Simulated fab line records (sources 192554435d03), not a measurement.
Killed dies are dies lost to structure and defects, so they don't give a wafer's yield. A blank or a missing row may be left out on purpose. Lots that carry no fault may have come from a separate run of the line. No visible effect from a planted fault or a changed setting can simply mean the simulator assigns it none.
Matching of chambers -- flow n5_finfet -- 4 sister chambers for N5_STI_FIN_REVEAL_ALD_00 on ald_sin-03
The step deposits SiO2, target thk 1 nm, pulse time 1 s. 8 wafers are shown with their chamber, then 11 later ones without.

== WAFERS, EACH WITH ITS CHAMBER ==
wafer,chamber,heater_power_w (W),precursor_pulse_height_rel
L082.2,1,543,0.957
L089.1,2,436,0.989
L089.3,1,527,0.989
L089.6,2,431,1.005
L091.1,3,522,1.025
L091.2,0,449,0.983
L091.6,0,451,0.998
L093.3,3,534,0.995

== WAFERS MISSING THEIR CHAMBER ==
wafer,heater_power_w (W),precursor_pulse_height_rel
L093.4,452,1.016
L093.6,447,0.990
L094.1,527,0.985
L094.4,422,1.019
L094.6,518,0.998
L095.1,512,1.017
L095.4,436,1.020
L095.5,445,0.988
L097.2,422,1.046
L097.3,525,1.027
L097.6,518,1.014

== WHICH CHAMBER EACH WENT THROUGH ==
wafer,from the rows above,in truth
L093.4,can't be placed: 0 or 2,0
L093.6,can't be placed: 0 or 2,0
L094.1,can't be placed: 1 or 3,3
L094.4,2,2
L094.6,can't be placed: 3 or 1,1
L095.1,can't be placed: 3 or 1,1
L095.4,can't be placed: 2 or 0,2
L095.5,can't be placed: 0 or 2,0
L097.2,can't be placed: 2 or 0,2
L097.3,3,3
L097.6,can't be placed: 3 or 1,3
Placed correctly: 2 of 11. From these rows, 9 cannot be placed; in 9 the true chamber is one of the candidates. Number placed wrongly: 0.
How it was worked out, from the rows above alone: a wafer's distance from a chamber is the root of the sum, over the readings, of the square of ((its reading less the chamber's mean) divided by the reading's scatter). The wafer belongs to the nearest chamber; if the next one is less than 2 further off, it can't be placed. A chamber's mean is the mean of its shown wafers. The scatter: take each reading less its chamber's mean, square it, sum over the shown wafers, divide by the number of wafers less the number of chambers, and take the root.
